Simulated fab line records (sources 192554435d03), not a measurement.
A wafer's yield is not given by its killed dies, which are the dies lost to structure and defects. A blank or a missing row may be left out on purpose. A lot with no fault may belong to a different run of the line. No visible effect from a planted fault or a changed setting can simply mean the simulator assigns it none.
fab line records    flow n5Finfet
[record] lots = 11  wafers = 31  lastDay = 18
route steps=1938 shown BEOL_M2@917 BEOL_M4@1111 PASSIVATION@1936
lots with no fault: from the same line, run without faults
startH: hours from the record's opening day to when the first of the lot's shown wafers began    waitH: hours from the lot's prior step to this one    " unchanged from the row above    L1.1+2: a row that stands for several wafers    - value missing, or start not given    * or withheld: withheld    < > ~ a bound
route shown NAME@n: names a module that has steps shown in the file, with the first one's number in the route    usual: mean/standard deviation of fault-free wafers    same: alike in all rows    chamber/n: place in a boat    sites: each site's reading    _std_site: how widely they spread, as a standard deviation    _edge_site: the outer-site mean with the inner-site mean subtracted    radiusMm: how far each site lies from the wafer's centre    mask NAME#n: copy n    behind: the tool/chamber that last shaped the wafer    hold: cause of the lot's hold/its duration in hours/its outcome    device: which transistor (n, p or np) failed to switch    end of line: the tests these same wafers got at the end of their route    a step given without rows: its recipe and nothing more    killed: the dies lost at the first sort to structure and to defects; this is not the yield of the wafer    map: a wafer's dies, x killed, . not, _ none there
set.NAME: the setting as run; set.NAME@STEP: as run at that earlier step    model.NAME: the simulator's own value behind a step, which no gauge read
route steps across a sampled set of lots; one table per step, one row per wafer
services: a tool's chamber out of use, with start hour (startH, from the record's first day; less than 0 if before it), hours out, and reason
[[steps]]
[step N5_BEOL_M2_ANNEAL_93]
[recipe] tempC = 400  timeS = 240  ambient = vacuum
[usual] heaterPowerW = 825/88  susceptor_temp_C_max = 401.0/0.46
lot.wafer  tool           chamber  startH  waitH  heaterPowerW  susceptor_temp_C_max
L902.1     pvdSputter-02  -        138.61  0.0    737           401.1
L902.3     "              -        "       "      718           400.8
L902.5     "              -        "       "      764           400.9
L903.2     pvdSputter-02  -        152.15  0.0    971           402.0
L903.4     "              -        "       "      704           400.5
L903.6     "              -        "       "      828           400.8
L906.2     pvdSputter-02  -        166.72  0.0    750           400.9
L906.4     "              -        "       "      722           400.4
L906.6     "              -        "       "      768           400.9
L908.1     pvdSputter-02  -        183.02  0.0    818           400.8
L908.3     "              -        "       "      721           400.6
L908.5     "              -        "       "      732           400.6
L909.1     pvdSputter-03  -        192.32  0.0    788           400.4
L909.2     "              -        "       "      717           400.5
L909.6     "              -        "       "      794           400.4
L914.3     pvdSputter-03  -        228.90  0.0    735           401.8
L914.5     "              -        "       "      791           402.0
L916.2     pvdSputter-01  -        231.96  0.0    819           400.8
L916.4     "              -        "       "      793           400.9
L920.3     pvdSputter-01  -        253.40  0.0    931           401.8
L920.5     "              -        "       "      950           401.5
L920.6     "              -        "       "      816           400.3
L923.2     pvdSputter-02  -        270.03  0.0    719           400.7
L923.5     "              -        "       "      720           401.1
L923.6     "              -        "       "      823           400.6
L922.3     pvdSputter-03  -        277.61  0.0    734           401.1
L922.5     "              -        "       "      727           400.8
L922.6     "              -        "       "      771           401.4
L924.1     pvdSputter-02  -        282.98  0.0    937           401.0
L924.2     "              -        "       "      822           400.7
L924.5     "              -        "       "      957           401.1
[step N5_BEOL_M2_THK_MEAS_53]
[recipe] thkMeasGauge = xrf  reads = Cu_of_BEOL_M2_ECD_50
[usual] M2_THK = 40.4/1.5
lot.wafer  tool          chamber  startH  waitH  M2_THK[nm]
L902.1     filmMetro-02  -        139.76  -      42.0
L902.3     "             -        "       "      39.1
L902.5     "             -        "       "      41.8
L903.2     filmMetro-01  -        153.30  -      38.4
L903.4     "             -        "       "      39.8
L903.6     "             -        "       "      37.8
L906.2     filmMetro-02  -        167.87  -      40.7
L906.4     "             -        "       "      42.7
L906.6     "             -        "       "      41.5
L908.1     filmMetro-02  -        184.17  -      41.5
L908.3     "             -        "       "      39.3
L908.5     "             -        "       "      41.3
L909.1     filmMetro-02  -        200.71  -      41.9
L909.2     "             -        "       "      39.5
L909.6     "             -        "       "      40.8
L914.3     filmMetro-01  -        230.51  -      40.4
L914.5     "             -        "       "      39.8
L916.2     filmMetro-01  -        233.50  -      42.1
L916.4     "             -        "       "      40.9
L920.3     filmMetro-01  -        254.56  -      40.0
L920.5     "             -        "       "      38.1
L920.6     "             -        "       "      41.6
L923.2     filmMetro-01  -        271.18  -      40.1
L923.5     "             -        "       "      40.9
L923.6     "             -        "       "      39.8
L922.3     filmMetro-02  -        278.76  -      41.0
L922.5     "             -        "       "      39.1
L922.6     "             -        "       "      40.8
L924.1     filmMetro-02  -        284.26  -      39.9
L924.2     "             -        "       "      38.7
L924.5     "             -        "       "      40.0
[step N5_BEOL_M2_CO_CAP_55]
[recipe] material = Co  targetThkA = 20  tempC = 200  precursor = CCTBA/H2  pressureTorr = 30  timeS = 102.1
[usual] heaterPowerW = 236/32  runLengthS = 124.8/0.54
lot.wafer  tool      chamber  startH  waitH  heaterPowerW  runLengthS
L902.1     cvdCo-02  1        139.83  0.0    224           125.7
L902.3     "         2        "       "      190           123.9
L902.5     "         0        "       "      259           125.1
L903.2     cvdCo-02  0        153.37  0.0    255           125.4
L903.4     "         2        "       "      191           124.7
L903.6     "         0        "       "      254           125.0
L906.2     cvdCo-02  1        167.95  0.0    221           125.8
L906.4     "         2        "       "      196           124.4
L906.6     "         1        "       "      218           125.3
L908.1     cvdCo-02  0        184.25  0.0    263           125.2
L908.3     "         2        "       "      197           124.1
L908.5     "         2        "       "      194           124.7
L909.1     cvdCo-01  0        200.79  0.0    195           124.9
L909.2     "         1        "       "      264           124.4
L909.6     "         1        "       "      272           124.4
L914.3     cvdCo-02  2        230.58  0.0    193           83.8
L914.5     "         1        "       "      225           125.6
L916.2     cvdCo-02  2        233.57  0.0    187           124.7
L916.4     "         0        "       "      265           84.6
L920.3     cvdCo-01  0        254.64  0.0    198           124.7
L920.5     "         2        "       "      266           123.9
L920.6     "         0        "       "      199           124.7
L923.2     cvdCo-01  0        271.26  0.0    201           125.7
L923.5     "         0        "       "      200           124.7
L923.6     "         1        "       "      268           124.3
L922.3     cvdCo-01  2        278.84  0.0    265           124.2
L922.5     "         1        "       "      259           124.8
L922.6     "         0        "       "      193           125.4
L924.1     cvdCo-01  2        284.34  0.0    272           124.2
L924.2     "         1        "       "      265           124.9
L924.5     "         2        "       "      274           124.4
[step N5_BEOL_M2_INSPECT_59]
[recipe] inspectInstrument = darkfield  mode = postDep
[usual] rawDefectCount = 72/22
lot.wafer  tool              chamber  startH  waitH  rawDefectCount
L902.1     defectInspect-02  -        140.04  0.0    37
L902.3     "                 -        "       "      31
L902.5     "                 -        "       "      85
L903.2     defectInspect-02  -        153.58  0.0    52
L903.4     "                 -        "       "      48
L903.6     "                 -        "       "      39
L906.2     defectInspect-02  -        168.16  0.0    59
L906.4     "                 -        "       "      42
L906.6     "                 -        "       "      53
L908.1     defectInspect-01  -        184.46  0.0    57
L908.3     "                 -        "       "      104
L908.5     "                 -        "       "      96
L909.1     defectInspect-01  -        201.00  0.0    75
L909.2     "                 -        "       "      71
L909.6     "                 -        "       "      89
L914.3     defectInspect-02  -        230.79  0.0    89
L914.5     "                 -        "       "      72
L916.2     defectInspect-02  -        233.80  0.0    57
L916.4     "                 -        "       "      93
L920.3     defectInspect-01  -        254.85  0.0    56
L920.5     "                 -        "       "      58
L920.6     "                 -        "       "      52
L923.2     defectInspect-02  -        271.47  0.0    65
L923.5     "                 -        "       "      71
L923.6     "                 -        "       "      97
L922.3     defectInspect-01  -        279.17  0.0    53
L922.5     "                 -        "       "      72
L922.6     "                 -        "       "      75
L924.1     defectInspect-02  -        284.55  0.0    95
L924.2     "                 -        "       "      104
L924.5     "                 -        "       "      101
[step N5_BEOL_M4_RC_MEAS_101]
[usual] DIBL_N = 36.5/1.9  DIBL_P = 36.7/2.1  IOFF_N = 0.17/0.035  IOFF_P = 0.22/0.042  ION_N = 676/10  ION_P = 462/8.1  SS_N = 71.5/0.72  SS_P = 73.4/0.7  VT_N = 249/3.1  VT_P = -250/3.9
lot.wafer  tool       chamber  startH  waitH  DIBL_N[mV/V]  DIBL_P[mV/V]  IOFF_N[nA/um]  IOFF_P[nA/um]  ION_N[uA/um]  ION_P[uA/um]  SS_N[mV/dec]  SS_P[mV/dec]  VT_N[mV]  VT_P[mV]
L902.1     prober-01  0        163.60  0.0    34.5          32.9          0.12           0.18           675           460           70.9          72.8          253       -251
L902.3     "          0        "       "      34.9          34.7          0.14           0.21           687           476           71.1          73.2          248       -250
L902.5     "          0        "       "      33.1          31.6          0.10           0.16           660           457           70.9          72.6          257       -252
L903.2     prober-02  0        180.98  0.2    38.3          40.1          0.21           0.31           678           466           72.6          74.4          250       -246
L903.4     "          0        "       "      38.4          40.2          0.22           0.31           695           481           71.9          74.1          245       -244
L903.6     "          0        "       "      36.6          36.9          0.18           0.25           681           471           72.8          73.3          249       -246
L906.2     prober-02  0        193.82  0.2    38.4          38.6          0.18           0.23           680           461           72.2          74.0          251       -250
L906.4     "          0        "       "      35.4          36.4          0.14           0.21           681           466           71.0          73.9          251       -249
L906.6     "          0        "       "      36.1          35.7          0.14           0.20           662           459           72.2          73.5          252       -251
L908.1     prober-01  0        220.97  0.0    36.9          36.0          0.17           0.23           683           469           70.4          73.1          246       -247
L908.3     "          0        "       "      40.6          39.9          0.23           0.30           687           467           72.6          74.6          245       -242
L908.5     "          0        "       "      38.2          36.8          0.19           0.25           678           463           71.1          74.0          246       -246
L909.1     prober-02  0        227.58  0.0    38.5          39.7          0.21           0.28           699           476           71.8          74.3          246       -244
L909.2     "          0        "       "      36.0          35.4          0.16           0.20           676           465           70.9          72.7          249       -248
L909.6     "          0        "       "      36.5          36.6          0.16           0.22           683           466           71.2          73.5          249       -249
L916.2     prober-02  0        257.03  0.2    37.9          37.9          0.18           0.20           678           456           70.9          73.9          248       -254
L916.4     "          0        "       "      36.5          36.1          0.15           0.18           669           456           71.2          73.0          251       -254
L914.3     prober-01  0        259.27  0.3    37.7          37.3          0.21           0.22           678           458           72.4          73.5          247       -251
L914.5     "          0        "       "      40.6          40.3          0.29           0.29           693           461           73.2          75.0          242       -248
L920.3     prober-01  0        288.55  0.3    32.7          31.2          0.11           0.13           666           450           69.8          72.5          256       -258
L920.5     "          0        "       "      39.9          39.2          0.23           0.24           682           460           72.1          74.5          249       -251
L920.6     "          0        "       "      33.9          34.2          0.12           0.17           661           460           70.7          72.8          256       -254
L923.2     prober-02  0        316.44  0.2    35.2          34.6          0.12           0.16           662           454           71.2          72.1          253       -255
L923.5     "          0        "       "      36.2          36.1          0.15           0.17           679           458           71.1          73.1          247       -254
L923.6     "          0        "       "      34.5          34.0          0.12           0.15           659           451           71.2          72.1          253       -256
L922.3     prober-01  0        320.83  0.3    34.6          35.7          0.15           0.19           670           457           71.2          73.1          249       -254
L922.5     "          0        "       "      37.0          39.9          0.18           0.25           675           459           71.9          74.6          247       -252
L922.6     "          0        "       "      34.2          35.9          0.14           0.18           670           455           71.0          73.3          249       -256
L924.1     prober-02  0        324.73  0.0    36.1          34.6          0.13           0.18           657           454           71.0          72.7          252       -253
L924.2     "          0        "       "      35.7          35.6          0.14           0.19           662           455           71.3          73.0          252       -253
L924.5     "          0        "       "      38.8          38.9          0.19           0.25           676           463           71.8          73.1          246       -247
[step N5_PASSIVATION_PROBE_49]
[usual] defectLimitedYield = 91.4/1.5  killed_at_M0_to_M3 = 35/12  killed_at_M4_up = 13/5.8  killedAtContacts = 12/5.5  killedAtFrontEnd = 36/9.9  killedAtOther = 4/3.7  killedDies = 101/18  killedOpen = 66/13  killedShort = 33/8  sort_bin_4_leakage = 0.00/0.016  sort_bin_5_function = 5.0/1  sort_bin_6_memory = 3.2/0.67  sortNPass = 1079/18  sortYieldPct = 91.4/1.5
[same] grossDies = 1180  killedAtBackSide = 0  sort_bin_8_speed[%] = 0
lot.wafer  tool       chamber  startH  waitH  defectLimitedYield[%]  killed_at_M0_to_M3  killed_at_M4_up  killedAtContacts  killedAtFrontEnd  killedAtOther  killedDies  killedOpen  killedShort  sort_bin_4_leakage[%]  sort_bin_5_function[%]  sort_bin_6_memory[%]  sortNPass  sortYieldPct[%]
L902.1     prober-01  -        270.78  0.0    93.0                   27                  14               14                27                1              83          62          21           0                      4.2                     2.8                   1097       93.0
L902.3     prober-01  -        270.88  0.1    92.2                   31                  17               11                28                5              92          68          24           0                      4.0                     3.5                   1088       92.2
L902.5     prober-01  -        270.98  0.2    93.2                   26                  13               9                 32                0              80          42          38           0                      4.2                     2.4                   1100       93.2
L903.2     prober-01  -        299.99  0.1    87.6                   40                  23               23                55                5              146         93          53           0                      7.6                     4.4                   1034       87.6
L903.4     prober-01  -        300.09  0.2    89.6                   44                  17               8                 52                2              123         83          38           0                      6.1                     4.0                   1057       89.6
L903.6     prober-01  -        300.19  0.3    89.3                   47                  19               13                46                1              126         83          41           0                      5.6                     4.3                   1054       89.3
L906.2     prober-02  -        308.15  0.1    93.6                   26                  8                7                 32                2              75          45          29           0                      4.0                     2.1                   1105       93.6
L906.4     prober-02  -        308.25  0.2    91.9                   34                  12               7                 41                1              95          53          41           0                      4.7                     2.8                   1085       91.9
L906.6     prober-02  -        308.35  0.3    91.6                   29                  15               14                36                5              99          61          36           0                      5.0                     3.1                   1081       91.6
L908.1     prober-02  -        325.76  0.0    91.8                   20                  17               7                 48                5              97          73          17           0                      4.9                     2.5                   1083       91.8
L908.3     prober-02  -        325.86  0.1    91.9                   19                  10               7                 50                10             96          73          19           0                      5.6                     2.4                   1084       91.9
L908.5     prober-02  -        325.96  0.2    91.1                   29                  10               5                 58                3              105         69          27           0                      4.8                     3.1                   1075       91.1
L909.1     prober-02  -        332.34  0.0    91.2                   37                  10               12                44                1              104         65          39           0                      5.1                     3.6                   1076       91.2
L909.2     prober-02  -        332.39  0.1    91.6                   43                  11               7                 36                2              99          60          39           0                      5.5                     2.6                   1081       91.6
L909.6     prober-02  -        332.59  0.3    91.9                   29                  8                15                40                3              95          62          32           0                      4.6                     3.3                   1085       91.9
L914.3     prober-01  -        368.94  0.1    93.6                   21                  15               4                 32                4              76          56          20           0                      3.8                     2.2                   1104       93.6
L914.5     prober-01  -        369.04  0.2    92.6                   29                  9                5                 41                3              87          59          28           0.17                   4.4                     2.8                   1091       92.5
L916.2     prober-01  -        373.96  0.1    93.2                   26                  6                3                 42                3              80          41          31           0                      3.6                     2.2                   1100       93.2
L916.4     prober-01  -        374.06  0.2    91.9                   34                  10               10                22                20             96          66          29           0                      4.6                     3.4                   1084       91.9
L920.3     prober-02  -        393.72  0.1    93.7                   22                  11               7                 25                9              74          52          20           0                      4.2                     2.0                   1106       93.7
L920.5     prober-02  -        393.82  0.2    93.1                   31                  12               8                 27                4              82          57          23           0                      4.8                     1.9                   1098       93.1
L920.6     prober-02  -        393.87  0.3    92.6                   24                  18               8                 36                1              87          50          33           0                      3.9                     3.0                   1093       92.6
L923.2     prober-01  -        417.78  0.1    93.9                   24                  11               5                 25                7              72          54          18           0                      3.1                     2.7                   1108       93.9
L923.5     prober-01  -        417.93  0.2    93.5                   29                  17               8                 22                1              77          55          21           0                      3.8                     2.7                   1103       93.5
L923.6     prober-01  -        417.98  0.3    90.3                   48                  17               7                 37                6              115         78          31           0                      6.2                     2.7                   1065       90.3
L924.1     prober-01  -        428.96  0.0    92.8                   24                  16               12                30                3              85          57          27           0                      4.0                     2.9                   1095       92.8
L924.2     prober-01  -        429.01  0.1    90.5                   41                  16               5                 39                11             112         75          37           0                      5.4                     3.6                   1068       90.5
L924.5     prober-01  -        429.16  0.2    89.6                   42                  16               15                44                6              123         90          31           0                      5.8                     4.5                   1057       89.6
L922.3     prober-02  -        429.58  0.1    93.4                   25                  12               8                 32                1              78          43          32           0                      3.5                     3.1                   1102       93.4
L922.5     prober-02  -        429.68  0.2    93.2                   20                  7                10                36                7              80          52          26           0                      3.9                     2.9                   1100       93.2
L922.6     prober-02  -        429.73  0.3    91.4                   38                  13               11                39                1              102         67          34           0                      4.4                     3.7                   1078       91.4
// killed by level:class
L902.1 MOL_CONTACT_COAG:geometricParticle:open=13 GATE_CUT:geometricParticle:open=7 BEOL_M4:geometricParticle:open=7 STI_FIN_REVEAL:geometricParticle:open=6 BEOL_M3:geometricParticle:open=6 FIN_SAQP:geometricParticle:short=4 BEOL_M0_SAQP:geometricParticle:short=4 BEOL_M0_SAQP:geometricParticle:open=4
L902.3 BEOL_M0_SAQP:geometricParticle:open=11 MOL_CONTACT_COAG:geometricParticle:open=9 BEOL_M4:geometricParticle:open=8 BEOL_M3:geometricParticle:open=6 FIN_SAQP:geometricParticle:open=5 BEOL_M1:geometricParticle:open=5 STARTING-WAFER:geometricParticle:open=5 FIN_SAQP:geometricParticle:short=4
L902.5 GATE_CUT:geometricParticle:short=8 STI_FIN_REVEAL:geometricParticle:open=7 MOL_CONTACT_COAG:geometricParticle:open=7 BEOL_M0_SAQP:geometricParticle:short=7 BEOL_M4:geometricParticle:open=7 FIN_SAQP:geometricParticle:short=6 BEOL_M0_SAQP:geometricParticle:open=6 BEOL_M0:geometricParticle:open=5
L903.2 MOL_CONTACT_COAG:geometricParticle:open=20 FIN_SAQP:geometricParticle:short=19 BEOL_M4:geometricParticle:open=14 FIN_SAQP:geometricParticle:open=13 BEOL_M3:geometricParticle:open=9 STI_FIN_REVEAL:geometricParticle:open=6 BEOL_M5:geometricParticle:open=6 BEOL_M0_SAQP:geometricParticle:open=6
L903.4 FIN_SAQP:geometricParticle:open=11 STI_FIN_REVEAL:geometricParticle:open=11 FIN_SAQP:geometricParticle:short=10 BEOL_M3:geometricParticle:open=9 DUMMY_GATE:geometricParticle:open=8 BEOL_M1:geometricParticle:open=8 BEOL_M3:geometricParticle:short=7 BEOL_M4:geometricParticle:open=7
L903.6 FIN_SAQP:geometricParticle:open=18 BEOL_M0_SAQP:geometricParticle:open=12 FIN_SAQP:geometricParticle:short=11 MOL_CONTACT_COAG:geometricParticle:open=7 BEOL_M2:geometricParticle:open=7 MOL_CONTACT_COAG:geometricParticle:short=6 BEOL_M1:geometricParticle:open=6 BEOL_M0_SAQP:geometricParticle:short=5
L906.2 GATE_CUT:geometricParticle:short=7 BEOL_M0_SAQP:geometricParticle:open=7 BEOL_M0_SAQP:geometricParticle:short=6 STARTING-WAFER:geometricParticle:short=6 STI_FIN_REVEAL:geometricParticle:open=4 MOL_CONTACT_COAG:geometricParticle:open=4 BEOL_M2:geometricParticle:open=4 BEOL_M3:geometricParticle:open=4
L906.4 FIN_SAQP:geometricParticle:short=11 BEOL_M3:geometricParticle:open=9 BEOL_M0_SAQP:geometricParticle:open=7 STARTING-WAFER:geometricParticle:short=6 BEOL_M0_SAQP:geometricParticle:short=5 FIN_SAQP:geometricParticle:open=4 MOL_CONTACT_COAG:geometricParticle:open=4 BEOL_M2:geometricParticle:open=4
L906.6 MOL_CONTACT_COAG:geometricParticle:open=11 GATE_CUT:geometricParticle:short=9 BEOL_M0_SAQP:geometricParticle:short=8 FIN_SAQP:geometricParticle:open=7 FIN_SAQP:geometricParticle:short=6 STI_FIN_REVEAL:geometricParticle:open=6 BEOL_M2:geometricParticle:open=6 BEOL_M1:geometricParticle:open=4
L908.1 STI_FIN_REVEAL:geometricParticle:open=19 BEOL_M3:geometricParticle:open=10 BEOL_M4:geometricParticle:open=8 HKMG_FIN:areaEtch=7 MOL_CONTACT_COAG:geometricParticle:open=6 DUMMY_GATE:geometricParticle:open=5 FIN_SAQP:geometricParticle:open=4 PASS1_DEP:geometricParticle:open=4
L908.3 STI_FIN_REVEAL:geometricParticle:open=19 DUMMY_GATE:geometricParticle:open=8 BEOL_M0_SAQP:geometricParticle:open=8 MOL_CONTACT_COAG:geometricParticle:open=7 FIN_SAQP:geometricParticle:open=6 BEOL_M3:geometricParticle:open=4 BEOL_M4:geometricParticle:open=4 ILD0:geometricParticle:open=3
L908.5 STI_FIN_REVEAL:geometricParticle:open=16 BEOL_M3:geometricParticle:open=14 HKMG_FIN:areaEtch=9 FIN_SAQP:geometricParticle:short=6 BEOL_M0_SAQP:geometricParticle:open=6 FIN_SAQP:geometricParticle:open=5 MOL_CONTACT_COAG:geometricParticle:open=5 DUMMY_GATE:geometricParticle:open=4
L909.1 FIN_SAQP:geometricParticle:open=13 BEOL_M0_SAQP:geometricParticle:open=9 BEOL_M0_SAQP:geometricParticle:short=9 BEOL_M3:geometricParticle:open=9 GATE_CUT:geometricParticle:short=8 MOL_CONTACT_COAG:geometricParticle:open=8 MOL_CONTACT_COAG:geometricParticle:short=4 BEOL_M4:geometricParticle:open=4
L909.2 BEOL_M0_SAQP:geometricParticle:short=15 BEOL_M0_SAQP:geometricParticle:open=12 FIN_SAQP:geometricParticle:open=9 BEOL_M2:geometricParticle:open=8 FIN_SAQP:geometricParticle:short=6 MOL_CONTACT_COAG:geometricParticle:open=6 STI_FIN_REVEAL:geometricParticle:open=5 BEOL_M4:geometricParticle:open=4
L909.6 MOL_CONTACT_COAG:geometricParticle:open=11 FIN_SAQP:geometricParticle:open=10 GATE_CUT:geometricParticle:short=7 STI_FIN_REVEAL:geometricParticle:open=7 BEOL_M2:geometricParticle:open=6 BEOL_M0_SAQP:geometricParticle:open=5 BEOL_M1:geometricParticle:open=5 MOL_CONTACT_COAG:geometricParticle:short=4
L914.3 BEOL_M3:geometricParticle:open=9 STARTING-WAFER:geometricParticle:short=5 SPACER0:geometricParticle:short=4 SPACER0:geometricParticle:open=4 GATE_CUT:geometricParticle:open=4 BEOL_M0:geometricParticle:open=4 BEOL_M2:geometricParticle:open=4 BEOL_M8:geometricParticle:open=4
L914.5 BEOL_M0_SAQP:geometricParticle:open=9 BEOL_M1:geometricParticle:open=6 BEOL_M2:geometricParticle:open=6 FIN_SAQP:geometricParticle:short=5 DUMMY_GATE:geometricParticle:open=5 SPACER0:geometricParticle:open=5 GATE_CUT:geometricParticle:short=4 MOL_CONTACT_COAG:geometricParticle:open=4
L916.2 FIN_SAQP:geometricParticle:open=11 FIN_SAQP:geometricParticle:short=9 BEOL_M0_SAQP:geometricParticle:short=7 BEOL_M3:geometricParticle:open=7 HKMG_FIN:areaEtch=7 BEOL_M0_SAQP:geometricParticle:open=6 GATE_CUT:geometricParticle:short=4 STARTING-WAFER:geometricParticle:short=3
L916.4 PASS1_CAP:geometricParticle:open=9 MOL_CONTACT_COAG:geometricParticle:open=8 BEOL_M0_SAQP:geometricParticle:open=8 PASS1_CAP:geometricParticle:short=7 DUMMY_GATE:geometricParticle:open=6 BEOL_M0_SAQP:geometricParticle:short=6 BEOL_M2:geometricParticle:open=6 BEOL_M3:geometricParticle:open=6
L920.3 BEOL_M0_SAQP:geometricParticle:open=9 MOL_CONTACT_COAG:geometricParticle:open=7 MIM_TOP:geometricParticle:open=6 STI_FIN_REVEAL:geometricParticle:open=4 GATE_CUT:geometricParticle:open=4 BEOL_M0_SAQP:geometricParticle:short=4 FIN_SAQP:geometricParticle:open=3 GATE_CUT:geometricParticle:short=3
L920.5 STI_FIN_REVEAL:geometricParticle:open=10 BEOL_M4:geometricParticle:open=8 BEOL_M1:geometricParticle:open=7 BEOL_M2:geometricParticle:open=7 MOL_CONTACT_COAG:geometricParticle:open=6 BEOL_M0_SAQP:geometricParticle:open=6 BEOL_M0_SAQP:geometricParticle:short=3 BEOL_M3:geometricParticle:open=3
L920.6 BEOL_M4:geometricParticle:open=10 BEOL_M0_SAQP:geometricParticle:short=8 BEOL_M3:geometricParticle:open=8 MOL_CONTACT_COAG:geometricParticle:open=7 FIN_SAQP:geometricParticle:short=6 FIN_SAQP:geometricParticle:open=6 BEOL_M0_SAQP:geometricParticle:open=5 STI_FIN_REVEAL:geometricParticle:open=4
L923.2 BEOL_M0:geometricParticle:open=7 BEOL_M4:geometricParticle:open=7 FIN_SAQP:geometricParticle:open=6 STI_FIN_REVEAL:geometricParticle:open=5 BEOL_M0_SAQP:geometricParticle:short=4 BEOL_M1:geometricParticle:open=4 PASS1_CAP:geometricParticle:short=4 STARTING-WAFER:geometricParticle:open=4
L923.5 BEOL_M1:geometricParticle:open=10 BEOL_M3:geometricParticle:open=7 FIN_SAQP:geometricParticle:open=5 MOL_CONTACT_COAG:geometricParticle:open=5 FIN_SAQP:geometricParticle:short=4 BEOL_M4:geometricParticle:open=4 STARTING-WAFER:geometricParticle:open=4 STI_FIN_REVEAL:geometricParticle:open=3
L923.6 FIN_SAQP:geometricParticle:open=13 BEOL_M0_SAQP:geometricParticle:short=13 BEOL_M1:geometricParticle:open=12 BEOL_M4:geometricParticle:open=12 BEOL_M3:geometricParticle:open=7 MOL_CONTACT_COAG:geometricParticle:open=6 BEOL_M0_SAQP:geometricParticle:open=6 FIN_SAQP:geometricParticle:short=5
L924.1 BEOL_M2:geometricParticle:open=9 MOL_CONTACT_COAG:geometricParticle:open=7 BEOL_M4:geometricParticle:open=6 STI_FIN_REVEAL:geometricParticle:open=5 GATE_CUT:geometricParticle:short=5 MOL_CONTACT_COAG:geometricParticle:short=5 STARTING-WAFER:geometricParticle:short=4 FIN_SAQP:geometricParticle:short=3
L924.2 STI_FIN_REVEAL:geometricParticle:open=13 BEOL_M0_SAQP:geometricParticle:short=11 BEOL_M2:geometricParticle:open=11 BEOL_M1:geometricParticle:open=9 BEOL_M4:geometricParticle:open=9 FIN_SAQP:geometricParticle:short=8 PASS1_CAP:geometricParticle:open=6 MOL_CONTACT_COAG:geometricParticle:open=4
L924.5 FIN_SAQP:geometricParticle:open=15 MOL_CONTACT_COAG:geometricParticle:open=11 BEOL_M2:geometricParticle:open=11 BEOL_M1:geometricParticle:open=9 BEOL_M4:geometricParticle:open=7 DUMMY_GATE:geometricParticle:open=6 BEOL_M0_SAQP:geometricParticle:open=6 FIN_SAQP:geometricParticle:short=5
L922.3 MOL_CONTACT_COAG:geometricParticle:open=8 STI_FIN_REVEAL:geometricParticle:open=6 FIN_SAQP:geometricParticle:short=5 BEOL_M0_SAQP:geometricParticle:short=5 BEOL_M0_SAQP:geometricParticle:open=5 FIN_SAQP:geometricParticle:open=4 STI_FIN_REVEAL:geometricParticle:short=3 ILD0:geometricParticle:short=3
L922.5 FIN_SAQP:geometricParticle:open=14 BEOL_M0_SAQP:geometricParticle:open=8 MOL_CONTACT_COAG:geometricParticle:open=7 STARTING-WAFER:geometricParticle:open=6 BEOL_M0_SAQP:geometricParticle:short=5 FIN_SAQP:geometricParticle:short=4 STI_FIN_REVEAL:geometricParticle:open=4 MOL_CONTACT_COAG:geometricParticle:short=3
L922.6 BEOL_M0_SAQP:geometricParticle:short=16 STI_FIN_REVEAL:geometricParticle:open=10 FIN_SAQP:geometricParticle:open=9 BEOL_M0_SAQP:geometricParticle:open=9 FIN_SAQP:geometricParticle:short=8 MOL_CONTACT_COAG:geometricParticle:open=8 BEOL_M4:geometricParticle:open=6 DUMMY_GATE:geometricParticle:open=4
[[services]]
tool           chamber  startH  hours  kind
cvdCo-02       1        114.67  -      clean
cvdCo-02       1        114.67  22.0   scheduledDown
cvdCo-02       1        114.67  22.0   ventCycle
pvdSputter-01  -        115.70  5.3    repair
cvdCo-01       -        167.86  6.9    pm
cvdCo-02       -        210.13  0.5    repair
[[key]]
[firstSign] step = N5_BEOL_M2_CO_CAP_55  reading = runLengthS  direction = down  sigmas = 76  usual = *  struck = *
effect none on later readings
metAt N5_BEOL_M2_CO_CAP_55
struckLots L914,L916
struckWafers L914.3,L916.4
notActingAt N5_BEOL_M2_ANNEAL_93,N5_BEOL_M2_THK_MEAS_53,N5_BEOL_M2_INSPECT_59
onsetBetween 184.25 230.58
[fault] kind = processParameterDrift  tool = cvdCo-02  chamber = -  onsetH = 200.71  steps = N5_BEOL_M2_CO_CAP_55  channel = timeS  offset = *  shape = step  endH = 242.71  scope = struckWafersOnly  actsIn = *  stated = *
